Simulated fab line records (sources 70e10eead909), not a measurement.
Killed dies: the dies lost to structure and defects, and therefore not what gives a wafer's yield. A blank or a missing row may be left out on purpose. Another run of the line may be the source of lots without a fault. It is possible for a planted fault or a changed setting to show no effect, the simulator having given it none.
fab line records	flow nand_harc
[record] lots = 14	wafers = 41	last_day = 31
route steps=1302 shown P_GATE@169 HYBRID_BOND@1243 THIN_TSV@1250 END@1302
lots that met no fault: taken from a fault-free run of the same line
start_h: start of the lot's first displayed wafer, in hours after the record's first day	wait_h: how many hours have passed since the lot's step before this one	" repeats the value in the row above	L1.1+2: several wafers, shown together as one row	- no value, or no start was given	* or withheld: withheld	< > ~ a bound
route shown NAME@n: a module of which the file shows steps, and the number in the route of the first	usual: mean/standard deviation taken from wafers without a fault	same: alike in all rows	chamber/n: place in a boat	sites: each site's reading	_std_site: standard deviation across them	_edge_site: inner sites' mean taken away from outer sites' mean	radius_mm: for every site, how far away it sits from the centre of the wafer	mask NAME#n: copy n	behind: tool/chamber where the wafer was last shaped	hold: reason for holding the lot/hours on hold/outcome of the hold	device: the transistor (n, p or np) that didn't switch	end of line: the tests these same wafers got at the end of their route	where a step has no rows: the recipe by itself	killed: not the wafer's yield, but the dies lost to structure and defects at the first sort	map: a wafer's dies, x killed, . not, _ none there
set.NAME: the run value of the setting; set.NAME@STEP: its run value at that earlier step	model.NAME: the simulator's own value behind a step, which no gauge read
steps of the route over a sample of lots; a table a step, a row a wafer
services: when a tool's chamber went out of use (start_h, in hours from the record's first day, below 0 if earlier), for how many hours, and the reason
[[steps]]
[step NHARC_P_GATE_DEVELOP_45]
[recipe] time_s = 70
lot.wafer	tool	chamber	start_h	wait_h
L478.2+5+6	litho_track-02	0	113	-
L479.1+2+3	litho_track-03	0	114	-
L480.1+2+6	litho_track-07	0	130	-
L482.2+3+6	litho_track-02	0	146	-
L483.3+4+5	litho_track-03	0	157	-
L484.1+3+5	litho_track-02	0	171	-
L485.2+3+5	litho_track-02	0	178	-
L487.1+2+6	litho_track-03	0	206	-
L488.1+2+6	litho_track-02	0	208	-
L489.1+3+6	litho_track-07	0	227	-
L491.1+4+6	litho_track-02	0	250	-
L495.2+4+6	litho_track-02	0	274	-
L496.2+3+4	litho_track-02	0	283	-
L497.3+6	litho_track-02	0	295	-
[step NHARC_HYBRID_BOND_INSPECT_06]
[recipe] inspect_instrument = ir_void
[usual] raw_defect_count = 88/42
lot.wafer	tool	chamber	start_h	wait_h	raw_defect_count
L478.2	defect_inspect-02	-	541.60	0.1	150
L478.5	"	-	"	"	138
L478.6	"	-	"	"	150
L480.1	defect_inspect-02	-	558.57	0.0	53
L480.2	"	-	"	"	83
L480.6	"	-	"	"	66
L482.2	defect_inspect-01	-	578.75	0.1	24
L482.3	"	-	"	"	19
L482.6	"	-	"	"	19
L483.3	defect_inspect-01	-	589.87	0.1	78
L483.4	"	-	"	"	64
L483.5	"	-	"	"	66
L479.1	defect_inspect-02	-	618.19	0.0	100
L479.2	"	-	"	"	128
L479.3	"	-	"	"	131
L485.2	defect_inspect-01	-	618.20	0.1	25
L485.3	"	-	"	"	30
L485.5	"	-	"	"	22
L484.1	defect_inspect-01	-	625.52	0.0	115
L484.3	"	-	"	"	121
L484.5	"	-	"	"	121
L488.1	defect_inspect-02	-	635.30	0.0	52
L488.2	"	-	"	"	48
L488.6	"	-	"	"	48
L487.1	defect_inspect-01	-	635.32	0.1	134
L487.2	"	-	"	"	124
L487.6	"	-	"	"	145
L489.1	defect_inspect-02	-	659.08	0.0	26
L489.3	"	-	"	"	29
L489.6	"	-	"	"	30
L491.1	defect_inspect-01	-	686.98	0.0	67
L491.4	"	-	"	"	85
L491.6	"	-	"	"	70
L496.3	defect_inspect-01	-	698.63	0.1	73
L496.4	"	-	"	"	78
L495.4	defect_inspect-01	-	704.57	0.1	121
L497.3	defect_inspect-01	-	725.72	0.1	110
[step NHARC_THIN_TSV_DEP_43]
[recipe] target_thk_a = 13285	temp_c = withheld	pressure_torr = 6.5	rf_w = 900	teos_flow_sccm = 161.4	flow_sccm = 2650	target_thk_nm = 1328.5	gas = O2	material = SiO2
[usual] chamber_pressure_Torr = 6.501/0.015	throttle_valve_pct = 15.9/0.51
lot.wafer	tool	chamber	start_h	wait_h	chamber_pressure_Torr	since_wet_clean_h	throttle_valve_pct
L478.2	pecvd-04	2	543.46	-	6.521	80	15.9
L478.6	"	0	"	"	6.498	-	15.8
L478.5	"	1	"	"	6.500	-	15.7
L480.2	pecvd-03	2	560.47	-	6.493	0	16.2
L480.1	"	0	"	"	6.516	0	15.7
L480.6	"	2	"	"	6.484	-	16.2
L482.2	pecvd-02	2	580.61	-	6.487	160	15.9
L482.3	"	1	"	"	6.492	160	16.4
L482.6	"	2	"	"	6.496	-	15.9
L483.3	pecvd-03	0	591.77	-	6.521	32	15.4
L483.4	"	0	"	"	6.522	-	15.7
L483.5	"	1	"	"	6.500	-	16.2
L479.1	pecvd-04	0	620.04	-	6.511	157	16.0
L479.3	"	1	"	"	6.483	157	16.1
L479.2	"	2	"	"	6.493	157	15.8
L485.2	pecvd-02	0	621.29	-	6.509	19	14.7
L485.3	"	1	"	"	6.486	19	15.9
L485.5	"	2	"	"	6.514	-	16.2
L484.3	pecvd-02	0	627.42	-	6.483	25	14.4
L484.1	"	2	"	"	6.497	26	16.1
L484.5	"	1	"	"	6.515	-	15.6
L488.1	pecvd-02	1	638.42	-	6.514	36	15.8
L488.2	"	0	"	"	6.499	37	14.8
L488.6	"	1	"	"	6.520	-	15.9
L487.1	pecvd-03	2	639.58	-	6.503	79	16.7
L487.2	"	1	"	"	6.492	80	16.2
L487.6	"	1	"	"	6.515	-	16.2
L489.3	pecvd-02	1	660.95	-	6.534	59	16.0
L489.1	"	0	"	"	6.499	59	14.9
L489.6	"	1	"	"	6.509	-	15.8
L491.1	pecvd-04	0	688.84	-	6.488	45	15.5
L491.6	"	0	"	"	6.507	-	15.6
L491.4	"	2	"	"	6.543	-	16.4
L496.3	pecvd-02	0	701.69	-	6.490	100	14.8
L496.4	"	1	"	"	6.514	-	16.2
L495.4	pecvd-03	1	706.61	-	6.522	-	16.5
L497.3	pecvd-04	1	727.62	-	6.501	83	15.8
[step NHARC_THIN_TSV_ETCH_44]
[recipe] target_depth_a = 15942	time_s = 797.1	cf4_flow_sccm = 150	o2_flow_sccm = 10	ar_flow_sccm = 0	rf_w = 300	bias_w = 800	chemistry = CF4/O2
[usual] drypump_motor_current_A = 5.8/0.47	oes_product_au = 0.999/0.0096	rf_vpp_V = 795/4.7	showerhead_plenum_p_Torr = 1.84/0.078	throttle_valve_pct = 16.915/0.0094
lot.wafer	tool	chamber	start_h	wait_h	drypump_motor_current_A	oes_product_au	rf_hours_counter_h	rf_vpp_V	showerhead_plenum_p_Torr	throttle_valve_pct
L478.2	rie_diel-01	2	544.53	0.1	5.6	1.007	10	799	1.91	16.922
L478.6	"	2	"	"	5.6	1.005	-	800	1.91	16.907
L478.5	"	3	"	"	6.0	0.992	-	795	1.85	16.910
L480.1	rie_diel-07	1	561.66	0.2	5.8	1.000	4	790	1.74	16.915
L480.2	"	1	"	"	5.8	1.009	-	789	1.74	16.893
L480.6	"	1	"	"	5.7	1.012	-	787	1.74	16.905
L482.2	rie_diel-07	3	581.70	0.1	6.3	1.011	2	788	1.73	16.907
L482.3	"	2	"	"	6.5	0.999	4	796	1.86	16.926
L482.6	"	3	"	"	6.2	1.025	-	789	1.73	16.906
L483.3	rie_diel-07	2	592.81	0.1	6.5	1.001	6	797	1.86	16.916
L483.4	"	3	"	"	6.3	1.004	-	789	1.73	16.910
L483.5	"	1	"	"	5.7	1.007	-	789	1.74	16.923
L479.2	rie_diel-07	2	621.13	0.1	6.5	0.988	7	795	1.86	16.931
L479.1	"	3	"	"	6.2	1.010	4	790	1.73	16.908
L479.3	"	1	"	"	5.8	1.010	9	789	1.74	16.907
L485.3	rie_diel-01	0	622.44	0.2	5.1	1.009	3	793	1.83	16.937
L485.2	"	1	"	"	5.3	1.011	3	803	1.96	16.897
L485.5	"	3	"	"	6.0	0.986	-	795	1.85	16.914
L484.1	rie_diel-01	1	628.55	0.1	5.3	1.000	3	802	1.96	16.924
L484.3	"	2	"	"	5.6	1.000	3	799	1.91	16.919
L484.5	"	0	"	"	5.1	1.017	-	794	1.83	16.911
L488.2	rie_diel-01	3	639.50	0.1	5.9	0.982	4	794	1.85	16.917
L488.1	"	1	"	"	5.3	1.010	4	802	1.96	16.923
L488.6	"	0	"	"	5.1	1.008	-	795	1.83	16.915
L487.1	rie_diel-01	2	640.65	0.2	5.6	1.005	4	800	1.91	16.905
L487.2	"	3	"	"	6.0	0.987	5	795	1.85	16.903
L487.6	"	1	"	"	5.3	1.012	-	802	1.96	16.919
L489.1	rie_diel-07	3	662.08	0.1	6.3	1.011	0	787	1.73	16.914
L489.3	"	1	"	"	5.8	1.001	0	790	1.74	16.920
L489.6	"	3	"	"	6.3	1.009	-	789	1.73	16.919
L491.1	rie_diel-04	0	689.97	0.1	6.1	0.990	8	801	1.93	16.930
L491.4	"	1	"	"	4.9	0.978	9	792	1.79	16.899
L491.6	"	3	"	"	6.0	0.994	-	801	1.96	16.915
L496.4	rie_diel-01	2	702.78	0.1	5.6	1.011	10	799	1.91	16.907
L496.3	"	3	"	"	6.0	1.013	10	796	1.85	16.906
L495.4	rie_diel-04	3	707.44	0.1	6.1	0.991	10	800	1.95	16.913
L497.3	rie_diel-07	0	728.65	0.1	6.0	0.984	5	789	1.75	16.904
[step NHARC_END_SORT_01]
[recipe] temp_c = 25
[usual] killed_at_array = 55/22	killed_at_other = 1.1/1.4	killed_at_periphery = 4/3.2	killed_dies = 59/22	killed_open = 3.3/1.8	killed_short = 2.5/1.5
[same] gross_dies = 677
lot.wafer	tool	chamber	start_h	wait_h	killed_at_array	killed_at_other	killed_at_periphery	killed_dies	killed_open	killed_short
L496.2	prober-02	0	721.40	2.8	27	0	650	677	4	7
L496.3	prober-02	0	722.19	3.1	24	0	6	30	1	2
L496.4	prober-02	0	722.98	3.4	47	1	10	58	5	2
L495.2	prober-01	0	725.42	2.8	66	2	609	677	3	2
L495.4	prober-01	0	727.01	3.4	85	0	2	87	1	2
L495.6	prober-01	0	728.60	4.0	71	5	601	677	3	3
L497.3	prober-02	0	744.84	3.1	81	0	2	83	4	0
L497.6	prober-02	0	747.23	4.0	57	1	619	677	3	5
// killed by level:class
L496.2 P_GATE:area_develop=646 A_CHANNEL_HOLE_D1:chamber_film_flake=11 A_SLIT:chamber_film_flake=4 A_CHANNEL_FILL_D2:geometric_particle:short=2 P_CONTACT:chamber_film_flake=2 P_M0:geometric_particle:short=1 A_ONON_D1:geometric_particle:open=1 A_CHANNEL_FILL_D1:geometric_particle:open=1
L496.3 A_CHANNEL_HOLE_D1:chamber_film_flake=16 P_CONTACT:chamber_film_flake=5 A_CONTACT:chamber_film_flake=5 A_DECK1_JOINT:geometric_particle:short=1 A_BLC:geometric_particle:open=1 A_M0:geometric_particle:short=1 P_GATE:chamber_film_flake=1
L496.4 A_CHANNEL_HOLE_D1:chamber_film_flake=33 A_CONTACT:chamber_film_flake=6 P_CONTACT:chamber_film_flake=6 P_M2:chamber_film_flake=2 A_SLIT:chamber_film_flake=2 P_GATE:geometric_particle:short=1 A_DECK1_JOINT:geometric_particle:open=1 A_STAIRCASE:geometric_particle:short=1
L495.2 P_GATE:area_develop=606 A_SLIT:chamber_film_flake=30 A_CHANNEL_HOLE_D1:chamber_film_flake=12 A_CHANNEL_HOLE_D2:chamber_film_flake=11 A_STAIRCASE:chamber_film_flake=5 A_DECK1_JOINT:geometric_particle:short=2 A_CHANNEL_FILL_D2:geometric_particle:open=2 A_CHANNEL_FILL_D1:chamber_film_flake=2
L495.4 A_SLIT:chamber_film_flake=35 A_CHANNEL_HOLE_D2:chamber_film_flake=29 A_CHANNEL_HOLE_D1:chamber_film_flake=11 A_SGD_CUT:chamber_film_flake=3 A_CHANNEL_FILL_D1:chamber_film_flake=2 P_CONTACT:geometric_particle:short=1 A_CHANNEL_FILL_D2:geometric_particle:short=1 A_M0:geometric_particle:open=1
L495.6 P_GATE:area_develop=599 A_SLIT:chamber_film_flake=23 A_CHANNEL_HOLE_D2:chamber_film_flake=20 A_CHANNEL_HOLE_D1:chamber_film_flake=17 THIN_TSV:chamber_film_flake=5 A_WL_FILL:chamber_film_flake=2 A_SOURCE_PLATE:geometric_particle:open=1 A_DECK1_JOINT:geometric_particle:short=1
L497.3 A_SLIT:chamber_film_flake=31 A_CHANNEL_HOLE_D2:chamber_film_flake=28 A_CHANNEL_HOLE_D1:chamber_film_flake=10 A_CONTACT:chamber_film_flake=4 A_BLC:geometric_particle:open=2 A_WL_FILL:chamber_film_flake=2 A_DECK1_JOINT:geometric_particle:open=1 A_M1:geometric_particle:open=1
L497.6 P_GATE:area_develop=617 A_SLIT:chamber_film_flake=25 A_CHANNEL_HOLE_D2:chamber_film_flake=14 A_CHANNEL_HOLE_D1:chamber_film_flake=6 A_CONTACT:chamber_film_flake=4 A_ONON_D2:geometric_particle:short=3 A_WL_FILL:chamber_film_flake=2 P_CONTACT:geometric_particle:open=1
[[services]]
tool	chamber	start_h	hours	kind
rie_diel-01	1	122.61	4.4	repair
pecvd-02	-	137.59	1.7	repair
rie_diel-01	2	160.62	5.5	repair
rie_diel-01	-	203.80	9.0	pm
litho_track-02	-	227.00	7.0	pm
pecvd-02	-	227.00	13.0	pm
pecvd-02	0	254.89	4.5	repair
rie_diel-01	1	284.49	6.3	repair
rie_diel-01	3	292.09	7.2	repair
pecvd-02	-	317.91	0.6	repair
rie_diel-01	3	323.65	14.4	repair
rie_diel-01	0	377.02	3.0	repair
rie_diel-01	-	380.80	9.0	pm
rie_diel-01	0	400.80	7.4	repair
litho_track-02	-	402.00	7.0	pm
pecvd-02	-	402.84	1.0	repair
pecvd-02	-	408.00	13.0	pm
rie_diel-01	1	546.57	4.1	repair
rie_diel-01	-	557.80	9.0	pm
pecvd-02	0	562.56	5.1	repair
litho_track-02	-	577.00	7.0	pm
pecvd-02	-	589.00	13.0	pm
pecvd-02	2	652.37	6.6	repair
rie_diel-01	3	721.18	5.1	repair
[[key]]
[first_sign] step = NHARC_END_SORT_01	reading = killed_at_periphery	direction = up	sigmas = 99+	usual = 4	struck = 620
[effect] step = NHARC_END_SORT_01	reading = killed_dies	direction = up	sigmas = 28	usual = 59	struck = 677
[more_kills_born_at] NHARC_P_GATE_DEVELOP_45@litho_track-02 = 2468
met_at NHARC_P_GATE_DEVELOP_45
struck_lots L495,L496,L497
struck_wafers L495.2,L495.6,L496.2,L497.6
later_rows_left_out L495.2,L495.6,L496.2,L497.6
tester_left_out L495,L496,L497
not_acting_at NHARC_HYBRID_BOND_INSPECT_06,NHARC_THIN_TSV_DEP_43,NHARC_THIN_TSV_ETCH_44
onset_between 250 274
[fault] kind = process_parameter_drift	tool = litho_track-02	chamber = -	onset_h = 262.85	steps = NHARC_P_GATE_DEVELOP_45	channel = time_s	offset = *	shape = step	end_h = 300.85	scope = struck_wafers_only	acts_in = *	stated = *
// tester_left_out: of these lots the tester's yield and bins aren't shown, on N5 and GAA mostly nor the transistor test; their killed dies are dies lost to structure and defects alone, not to doping, threshold or leakage, so they don't give the yield
// later_rows_left_out: the simulator's readings of these wafers behind a module that went badly wrong aren't trusted and aren't shown, but for the sort
